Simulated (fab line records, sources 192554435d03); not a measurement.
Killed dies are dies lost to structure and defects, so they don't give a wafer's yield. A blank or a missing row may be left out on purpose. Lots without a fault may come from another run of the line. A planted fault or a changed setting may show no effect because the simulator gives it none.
Chamber matching | flow n5_finfet | N5_BEOL_M13_ILD_DEP_00 on pecvd-02: 3 sister chambers
The step deposits SiOC from DEMS/O2, target thk 837.92 nm, time 166.4 s. 6 wafers are shown with their chamber, then 9 later ones without.

WAFERS WITH THEIR CHAMBER
wafer  | chamber | throttle_valve_pct (%) | heater_power_w (W)
L087.3 | 2       | 11.6                   | 435
L087.4 | 1       | 11.5                   | 450
L087.6 | 0       | 12.5                   | 378
L086.1 | 2       | 11.8                   | 400
L086.2 | 1       | 11.5                   | 513
L086.4 | 0       | 12.4                   | 397

WAFERS WITHOUT THEIR CHAMBER
wafer  | throttle_valve_pct (%) | heater_power_w (W)
L088.1 | 11.5                   | 548
L088.3 | 12.4                   | 464
L088.5 | 11.7                   | 407
L096.1 | 12.3                   | 479
L096.3 | 11.3                   | 528
L096.5 | 12.6                   | 482
L097.1 | 11.8                   | 434
L097.4 | 12.5                   | 476
L097.5 | 11.7                   | 365

WHICH CHAMBER EACH WENT THROUGH
wafer  | from the rows above | in truth
L088.1 | 1                   | 1
L088.3 | 0                   | 0
L088.5 | 2                   | 2
L096.1 | 0                   | 0
L096.3 | 1                   | 1
L096.5 | 0                   | 0
L097.1 | 2                   | 2
L097.4 | 0                   | 0
L097.5 | 2                   | 2
Placed correctly: 9 of 9. Can't be placed from these rows: 0. Placed wrongly: 0.
How it was worked out, from the rows above alone: a wafer's distance from a chamber is the root of the sum, over the readings, of the square of ((its reading less the chamber's mean) divided by the reading's scatter). The wafer belongs to the nearest chamber; if the next one is less than 2 further off, it can't be placed. A chamber's mean is the mean of its shown wafers. The scatter: the root of (the sum of the squares of (reading less its chamber's mean) over the shown wafers, divided by (wafers less chambers)).
